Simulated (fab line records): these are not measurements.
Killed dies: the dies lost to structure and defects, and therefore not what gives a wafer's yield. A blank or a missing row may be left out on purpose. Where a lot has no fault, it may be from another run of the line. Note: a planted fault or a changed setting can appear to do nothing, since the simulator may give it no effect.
Comparing a struck lot with a sound one || flow n5_finfet || 15 out of 1938 route steps
Sound: wafers L643.2, L643.4, L643.6. The struck wafers were L660.1, L660.2, L660.5. The cause comes at the end.
For every step that has rows: the tool of each side, followed by ch and its chambers, followed by its first start. Under that, the readings that differ: sound wafers || struck wafers || difference of the means || sigmas: that difference in standard deviations of wafers without a fault.
alike: same words and numbers on both sides, and readings whose means sit less than 2 such deviations apart. not compared: any withheld reading, any reading some wafer has no value for, any bound like >300 that may hide the same value, and any number with overlapping values for which the record gives no deviation.
Wherever a step has rows on one side only, a row that says differs or no value, or a row with sigmas, the two part there. Numbers that don't overlap but have no deviation are shown without sigmas and don't part them. A reading missing from all wafers of one side parts the sides only when that side holds two or more wafers.

first, 5 steps without rows for these wafers: N5_WELL_APT_SOFTBAKE_20 (time 60 s); N5_WELL_APT_EXPOSE_22 (exposes mask PWELL, defocus 0 nm, target cd 200 nm); N5_WELL_APT_PEB_23 (peb time 90 s); N5_WELL_APT_DEVELOP_24 (develop time 45 s); N5_WELL_APT_HARDBAKE_29 (time 120 s).
N5_WELL_APT_CD_MEAS_25: target cd 200 nm.
  sound on cd_sem-02 ch 0, day 2 03:28; struck on cd_sem-02 ch 0, day 6 08:41
  alike: cd_nm
N5_WELL_APT_OVL_MEAS_26:
  sound on overlay-02 ch 0, day 2 03:30; struck on overlay-02 ch 0, day 6 08:43
{"reading": "PWELL_OVL (nm)", "sound": "9 11 14", "struck": "-5 1 -3", "difference": -14, "sigmas": -2}
N5_WELL_APT_INSPECT_27: inspects for defects (macro).
  sound: defect_inspect-02 at day 2 03:31; struck: defect_inspect-01 at day 6 08:44
  alike: raw_defect_count
N5_WELL_APT_DESCUM_30: chemistry O2, time 7.9 s.
  sound on rie_diel-04 ch 2,3, day 2 04:02; struck on rie_diel-05 ch 0,3, day 6 08:46
  alike: drypump_motor_current_A, oes_product_au, rf_vpp_V, showerhead_plenum_p_Torr, throttle_valve_pct
  not compared: rf_hours_counter_h
then, 3 steps without rows for these wafers: N5_WELL_APT_IMPLANT_31; N5_WELL_APT_IMPLANT_32; N5_WELL_APT_STRIP_33 (strips in SPM, time 900 s).
N5_WELL_APT_RTA_34: time 10 s.
  sound on rtp_anneal-02 ch 0, day 2 05:10; struck on rtp_anneal-01 ch 0, day 6 09:42
{"reading": "lamp_power_pct (%)", "sound": "13.01 12.98 13.02", "struck": "13.43 13.41 13.53", "difference": "+0.45", "sigmas": "+9"}
{"reading": "lamp_zone_1_pct (%)", "sound": "13.017 12.978 12.990", "struck": "13.447 13.499 13.482", "difference": "+0.481", "sigmas": "+18"}
{"reading": "lamp_zone_2_pct (%)", "sound": "12.960 12.996 13.008", "struck": "13.434 13.415 13.499", "difference": "+0.461", "sigmas": "+16"}
{"reading": "lamp_zone_3_pct (%)", "sound": "13.01 13.01 12.98", "struck": "13.45 13.46 13.44", "difference": "+0.45", "sigmas": "+14"}
{"reading": "lamp_zone_4_pct (%)", "sound": "13.034 12.937 13.014", "struck": "13.487 13.441 13.461", "difference": "+0.468", "sigmas": "+17"}
{"reading": "lamp_zone_5_pct (%)", "sound": "13.011 13.021 12.997", "struck": "13.479 13.427 13.438", "difference": "+0.438", "sigmas": "+16"}
{"reading": "lamp_zone_6_pct (%)", "sound": "12.902 12.941 12.908", "struck": "13.349 13.405 13.383", "difference": "+0.462", "sigmas": "+18"}
{"reading": "lamp_zone_7_pct (%)", "sound": "13.446 13.397 13.416", "struck": "13.863 13.891 13.889", "difference": "+0.461", "sigmas": "+16"}
  alike: wafer_temp_C_max
then, 1 step without rows for these wafers: N5_WELL_APT_OXIDE_STRIP_42 (strips SiO2 in dHF, time 45 s, target depth 12 nm).
-- the record jumps here: 12 days lie between the struck wafers' starts before and after (it left off in module WELL_APT and takes up again in module PASSIVATION, whose first step shown is number 1936 of the route) --
N5_PASSIVATION_PROBE_49:
  sound: prober-01 at day 12 14:36; struck: prober-02 at day 18 02:57
{"reading": "killed_open", "sound": "51 46 46", "struck": "81 87 59", "difference": "+28", "sigmas": "+2"}
  alike: killed_at_M0_to_M3, killed_at_M4_up, killed_at_contacts, killed_at_front_end, killed_at_other, killed_dies, killed_on_rim, killed_short

## WHERE THEY PART
Earliest at N5_WELL_APT_OVL_MEAS_26; latest, in this record, at N5_PASSIVATION_PROBE_49.

WHY: the cause the simulator had injected
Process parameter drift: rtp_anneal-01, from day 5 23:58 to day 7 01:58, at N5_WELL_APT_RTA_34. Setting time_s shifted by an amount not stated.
